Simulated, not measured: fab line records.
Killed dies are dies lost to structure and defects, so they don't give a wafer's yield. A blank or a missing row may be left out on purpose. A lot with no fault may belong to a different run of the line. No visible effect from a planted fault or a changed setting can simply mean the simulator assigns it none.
Chamber matching || flow nand_harc || ald_metal-03 running NHARC_P_CONTACT_ALD_22: 4 sister chambers
The step deposits TiN, target thk 3 nm, pulse time 1 s, ald cycles 150. 16 wafers are shown with their chamber, then 8 later ones without.

== WAFERS, EACH WITH ITS CHAMBER ==
{"wafer": "L074.2", "chamber": 2, "heater_power_w (W)": 947, "precursor_pulse_height_rel": 1.028}
{"wafer": "L074.4", "chamber": 0, "heater_power_w (W)": 1307, "precursor_pulse_height_rel": 0.993}
{"wafer": "L074.6", "chamber": 1, "heater_power_w (W)": 1082, "precursor_pulse_height_rel": 1.011}
{"wafer": "L075.1", "chamber": 2, "heater_power_w (W)": 934, "precursor_pulse_height_rel": 0.977}
{"wafer": "L075.2", "chamber": 3, "heater_power_w (W)": 1029, "precursor_pulse_height_rel": 0.994}
{"wafer": "L075.6", "chamber": 0, "heater_power_w (W)": 1319, "precursor_pulse_height_rel": 0.970}
{"wafer": "L079.4", "chamber": 2, "heater_power_w (W)": 992, "precursor_pulse_height_rel": 1.012}
{"wafer": "L079.5", "chamber": 1, "heater_power_w (W)": 1074, "precursor_pulse_height_rel": 0.987}
{"wafer": "L079.6", "chamber": 2, "heater_power_w (W)": 975, "precursor_pulse_height_rel": 1.001}
{"wafer": "L084.1", "chamber": 3, "heater_power_w (W)": 1061, "precursor_pulse_height_rel": 0.970}
{"wafer": "L084.2", "chamber": 1, "heater_power_w (W)": 1024, "precursor_pulse_height_rel": 0.982}
{"wafer": "L084.3", "chamber": 2, "heater_power_w (W)": 947, "precursor_pulse_height_rel": 0.995}
{"wafer": "L087.1", "chamber": 0, "heater_power_w (W)": 1317, "precursor_pulse_height_rel": 0.978}
{"wafer": "L087.2", "chamber": 1, "heater_power_w (W)": 1012, "precursor_pulse_height_rel": 1.045}
{"wafer": "L087.6", "chamber": 0, "heater_power_w (W)": 1325, "precursor_pulse_height_rel": 1.004}
{"wafer": "L090.1", "chamber": 0, "heater_power_w (W)": 1372, "precursor_pulse_height_rel": 1.007}

SIGNATURES, as means of the wafers listed above
{"reading": "heater_power_w", "chamber 0": 1328.00, "chamber 1": 1048.00, "chamber 2": 959.00, "chamber 3": 1045.00, "scatter within a chamber": 27.5}
{"reading": "precursor_pulse_height_rel", "chamber 0": 0.99040, "chamber 1": 1.00625, "chamber 2": 1.00260, "chamber 3": 0.98200, "scatter within a chamber": 0.0209}
Rule: for each reading, subtract the chamber's mean from the wafer's reading, divide by that reading's scatter and square the result; add these up over the readings and take the root, which gives the wafer's distance from the chamber. If the next closest chamber is less than 2 further off than the closest, the wafer can't be placed; otherwise it belongs to the closest. How the scatter is found: for the shown wafers, subtract from each reading the mean of its chamber, square and add these, divide the total by (wafers less chambers), then take the root.

== WAFERS WITHOUT THEIR CHAMBER ==
{"wafer": "L090.5", "heater_power_w (W)": 959, "precursor_pulse_height_rel": 0.989}
{"wafer": "L090.6", "heater_power_w (W)": 1017, "precursor_pulse_height_rel": 0.981}
{"wafer": "L093.2", "heater_power_w (W)": 943, "precursor_pulse_height_rel": 1.001}
{"wafer": "L093.3", "heater_power_w (W)": 1039, "precursor_pulse_height_rel": 1.011}
{"wafer": "L093.6", "heater_power_w (W)": 954, "precursor_pulse_height_rel": 1.001}
{"wafer": "L097.1", "heater_power_w (W)": 1021, "precursor_pulse_height_rel": 1.037}
{"wafer": "L097.2", "heater_power_w (W)": 1355, "precursor_pulse_height_rel": 1.016}
{"wafer": "L097.3", "heater_power_w (W)": 946, "precursor_pulse_height_rel": 0.969}

== CHAMBER TAKEN BY EACH ==
{"wafer": "L090.5", "from the rows above": 2, "in truth": 2}
{"wafer": "L090.6", "from the rows above": "can't be placed: 3 or 1 or 2", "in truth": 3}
{"wafer": "L093.2", "from the rows above": 2, "in truth": 2}
{"wafer": "L093.3", "from the rows above": "can't be placed: 1 or 3", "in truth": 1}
{"wafer": "L093.6", "from the rows above": 2, "in truth": 2}
{"wafer": "L097.1", "from the rows above": "can't be placed: 1 or 3 or 2", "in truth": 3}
{"wafer": "L097.2", "from the rows above": 0, "in truth": 0}
{"wafer": "L097.3", "from the rows above": "can't be placed: 2 or 3", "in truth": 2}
Correct placement for 4 of the 8. From these rows, 4 cannot be placed; in 4 the true chamber is one of the candidates. Wrongly placed: 0.
